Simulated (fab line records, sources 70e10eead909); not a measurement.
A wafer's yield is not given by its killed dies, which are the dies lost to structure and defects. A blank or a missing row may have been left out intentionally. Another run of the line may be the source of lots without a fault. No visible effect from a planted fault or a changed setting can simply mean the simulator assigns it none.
The tool behind it: which one? | flow nandHarc | Sampling: 12 lots, 36 wafers, 4 of 1159 route steps

## WHAT EACH GAUGE READ, for each wafer
Not one reading of a measure or inspect step in the record can be checked against a usual standard deviation.

## EACH LOT AND THE TOOL THAT RAN IT (in order: tool; ch and the chambers of the sampled wafers; start)
lot  | NHARC_A_STAIRCASE_TRIM_220        | NHARC_A_STAIRCASE_ETCH_227                   | NHARC_A_STAIRCASE_TRIM_231        | NHARC_A_STAIRCASE_ETCH_236
L400 | rieDiel-04 ch 1,3, day 11 07:02   | rieDiel-04 ch 0,2, day 11 08:25 or earlier   | rieDiel-04 ch 0,1,2, day 11 08:25 | rieDiel-04 ch 1,2, no start
L402 | rieDiel-06 ch 1,3, day 11 13:11   | rieDiel-06 ch 2,3, day 11 14:30 or earlier   | rieDiel-05 ch 1,2, day 11 14:30   | rieDiel-05 ch 0,2, no start
L405 | rieDiel-05 ch 0,1,3, day 11 20:22 | rieDiel-05 ch 0,2,3, day 11 22:05 or earlier | rieDiel-06 ch 1,3, day 11 22:05   | rieDiel-06 ch 0,2,3, no start
L403 | rieDiel-04 ch 0,2,3, day 11 20:23 | rieDiel-04 ch 0,2, day 11 21:56 or earlier   | rieDiel-04 ch 0,2,3, day 11 21:56 | rieDiel-04 ch 0,1, no start
L406 | rieDiel-05 ch 2,3, day 12 10:29   | rieDiel-05 ch 0,1,2, day 12 11:48 or earlier | rieDiel-05 ch 1,2,3, day 12 11:48 | rieDiel-05 ch 2,3, no start
L407 | rieDiel-05 ch 0,1,3, day 12 23:11 | rieDiel-05 ch 2,3, day 13 00:56 or earlier   | rieDiel-04 ch 0,1,3, day 13 00:56 | rieDiel-05 ch 0,2,3, no start
L410 | rieDiel-06 ch 1,2,3, day 13 06:56 | rieDiel-06 ch 0,2,3, day 13 09:05 or earlier | rieDiel-05 ch 1,2,3, day 13 09:05 | rieDiel-05 ch 0,1,2, no start
L409 | rieDiel-06 ch 0,1,3, day 13 14:11 | rieDiel-06 ch 1,2,3, day 13 15:29 or earlier | rieDiel-05 ch 0,3, day 13 15:29   | rieDiel-05 ch 1,3, no start
L412 | rieDiel-05 ch 1,2, day 14 03:37   | rieDiel-05 ch 1,2, day 14 04:56 or earlier   | rieDiel-05 ch 0,1, day 14 04:56   | rieDiel-05 ch 1,2,3, no start
L414 | rieDiel-06 ch 2,3, day 14 04:20   | rieDiel-06 ch 0,2,3, day 14 05:47 or earlier | rieDiel-04 ch 0,1, day 14 05:47   | rieDiel-04 ch 1,3, no start
L417 | rieDiel-05 ch 0,1, day 15 03:40   | rieDiel-05 ch 0,1,2, day 15 05:04 or earlier | rieDiel-04 ch 2,3, day 15 05:04   | rieDiel-04 ch 0,2, no start
L419 | rieDiel-04 ch 0,1,3, day 15 20:06 | rieDiel-04 ch 0,2, day 15 21:25 or earlier   | rieDiel-04 ch 1,2,3, day 15 21:25 | rieDiel-04 ch 1,3, no start
- NHARC_A_STAIRCASE_TRIM_220: chemistry O2, time 211.2 s.
- NHARC_A_STAIRCASE_ETCH_227: etches the open film in C4F8/O2, target depth 100 nm, time 40.5 s.
- NHARC_A_STAIRCASE_TRIM_231: chemistry O2, time 211.2 s.
- NHARC_A_STAIRCASE_ETCH_236: etches the open film in C4F8/O2, target depth 100 nm, time 40.5 s.

## WHAT THE TOOLS THEMSELVES READ (means of the sampled wafers that have a number; where no wafer has one, the mark that the record gives instead)
NHARC_A_STAIRCASE_TRIM_220.
lot  | tool       | drypumpMotorCurrentA (A) | o2FlowSccm (sccm) | oesProductAu (a.u.) | rfVppV (V) | showerheadPlenumPTorr (Torr) | throttleValvePct (%)
L400 | rieDiel-04 | 5.65                     | 500.3             | 0.995               | 57.2       | 3.54                         | 17.041
L402 | rieDiel-06 | 5.91                     | 499.0             | 1.005               | 58.4       | 3.55                         | 17.030
L405 | rieDiel-05 | 5.75                     | 499.1             | 0.996               | 57.5       | 3.49                         | 17.030
L403 | rieDiel-04 | 5.78                     | 500.3             | 0.998               | 57.9       | 3.69                         | 17.042
L406 | rieDiel-05 | 5.50                     | 500.3             | 1.009               | 58.2       | 3.59                         | 17.030
L407 | rieDiel-05 | 5.76                     | 501.5             | 0.994               | 57.5       | 3.49                         | 17.039
L410 | rieDiel-06 | 5.90                     | 500.0             | 0.996               | 57.7       | 3.44                         | 17.045
L409 | rieDiel-06 | 5.87                     | 498.4             | 1.008               | 58.2       | 3.43                         | 17.045
L412 | rieDiel-05 | 5.61                     | 499.8             | 0.997               | 57.4       | 3.40                         | 17.038
L414 | rieDiel-06 | 5.74                     | 500.5             | 1.005               | 57.7       | 3.54                         | 17.043
L417 | rieDiel-05 | 5.75                     | 499.3             | 0.983               | 57.2       | 3.34                         | 17.034
L419 | rieDiel-04 | 5.74                     | 499.4             | 0.993               | 57.3       | 3.57                         | 17.041

NHARC_A_STAIRCASE_ETCH_227.
lot  | tool       | oesProductAu (a.u.) | rfVppV (V)
L400 | rieDiel-04 | 0.951               | 903
L402 | rieDiel-06 | 0.952               | 896
L405 | rieDiel-05 | 0.933               | 896
L403 | rieDiel-04 | 0.944               | 903
L406 | rieDiel-05 | 0.944               | 890
L407 | rieDiel-05 | 0.936               | 901
L410 | rieDiel-06 | 0.934               | 892
L409 | rieDiel-06 | 0.947               | 892
L412 | rieDiel-05 | 0.944               | 893
L414 | rieDiel-06 | 0.938               | 892
L417 | rieDiel-05 | 0.935               | 891
L419 | rieDiel-04 | 0.942               | 903

NHARC_A_STAIRCASE_TRIM_231.
lot  | tool       | drypumpMotorCurrentA (A) | o2FlowSccm (sccm) | oesProductAu (a.u.) | rfVppV (V) | showerheadPlenumPTorr (Torr) | throttleValvePct (%)
L400 | rieDiel-04 | 5.60                     | 499.6             | 0.998               | 57.4       | 3.63                         | 17.043
L402 | rieDiel-05 | 5.47                     | 499.8             | 1.006               | 57.7       | 3.46                         | 17.039
L405 | rieDiel-06 | 6.08                     | 500.9             | 1.011               | 57.3       | 3.44                         | 17.044
L403 | rieDiel-04 | 5.76                     | 498.1             | 1.008               | 58.3       | 3.69                         | 17.032
L406 | rieDiel-05 | 5.63                     | 501.0             | 0.998               | 58.4       | 3.55                         | 17.033
L407 | rieDiel-04 | 5.74                     | 500.2             | 0.997               | 58.1       | 3.58                         | 17.035
L410 | rieDiel-05 | 5.63                     | 500.6             | 0.995               | 57.7       | 3.55                         | 17.035
L409 | rieDiel-05 | 5.76                     | 499.9             | 1.000               | 57.4       | 3.47                         | 17.039
L412 | rieDiel-05 | 5.72                     | 502.7             | 0.996               | 57.9       | 3.33                         | 17.041
L414 | rieDiel-04 | 5.58                     | 498.7             | 0.984               | 57.2       | 3.53                         | 17.034
L417 | rieDiel-04 | 5.75                     | 500.1             | 0.951               | 58.0       | 3.72                         | 17.033
L419 | rieDiel-04 | 5.70                     | 500.9             | 0.948               | 57.6       | 3.62                         | 17.043

NHARC_A_STAIRCASE_ETCH_236.
lot  | tool       | oesProductAu (a.u.) | rfVppV (V)
L400 | rieDiel-04 | 0.940               | 901
L402 | rieDiel-05 | 0.937               | 893
L405 | rieDiel-06 | 0.947               | 892
L403 | rieDiel-04 | 0.946               | 897
L406 | rieDiel-05 | 0.962               | 901
L407 | rieDiel-05 | 0.957               | 896
L410 | rieDiel-05 | 0.934               | 891
L409 | rieDiel-05 | 0.939               | 895
L412 | rieDiel-05 | 0.932               | 896
L414 | rieDiel-04 | 0.926               | 896
L417 | rieDiel-04 | 0.942               | 902
L419 | rieDiel-04 | 0.942               | 896

## THE ANSWER, worked out from the rows above alone
Rule: the usual values come from the lots themselves. Put in order of their means at a reading, lots are off if they are a third of the lots or fewer, leave a main group of 4 or more, and stand apart from it by a gap of 3 or more times the standard deviation of the main group's means; of several such gaps the widest counts. If all means in a main group match to the digits the tables above print for the reading, that group is not used. Also off: a lot with no number at a reading for which 4 or more lots have one. All remaining lots with rows at the step are treated as sound. Order of review: gauges by route order, followed by the tools' own readings, for which a lot's mean as printed above is used. The first step at which some lot is off is used, and at that step the reading that is off furthest; a lot without a number counts as furthest.
Off: L417, L419 (NHARC_A_STAIRCASE_TRIM_231, oesProductAu). The main group has a mean of 0.999 a.u. with a standard deviation of 0.0073.
If a tool, at that step or one of the process steps before it, ran each lot that is off and ran no sound lot following the first of them, it fits. With no start given for some of its lots, NHARC_A_STAIRCASE_ETCH_227 uses the hours and lot order of NHARC_A_STAIRCASE_TRIM_231. One candidate fits, namely rieDiel-04 at NHARC_A_STAIRCASE_TRIM_231. A fault onset in the window from L414 (day 14 05:47, its last sound lot) to L417 (day 15 05:04, its first lot off) fits.
On the lots that are off, the tool's own readings at NHARC_A_STAIRCASE_TRIM_231 differ by more than 5 times the standard deviation of the sound lots' means, which bears it out; oesProductAu reads 0.950 a.u. there versus 0.999 a.u. on the sound lots.

## WHAT THE SIMULATOR PUT IN
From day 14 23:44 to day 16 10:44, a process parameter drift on rieDiel-04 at NHARC_A_STAIRCASE_TRIM_231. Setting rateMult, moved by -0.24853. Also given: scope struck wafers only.
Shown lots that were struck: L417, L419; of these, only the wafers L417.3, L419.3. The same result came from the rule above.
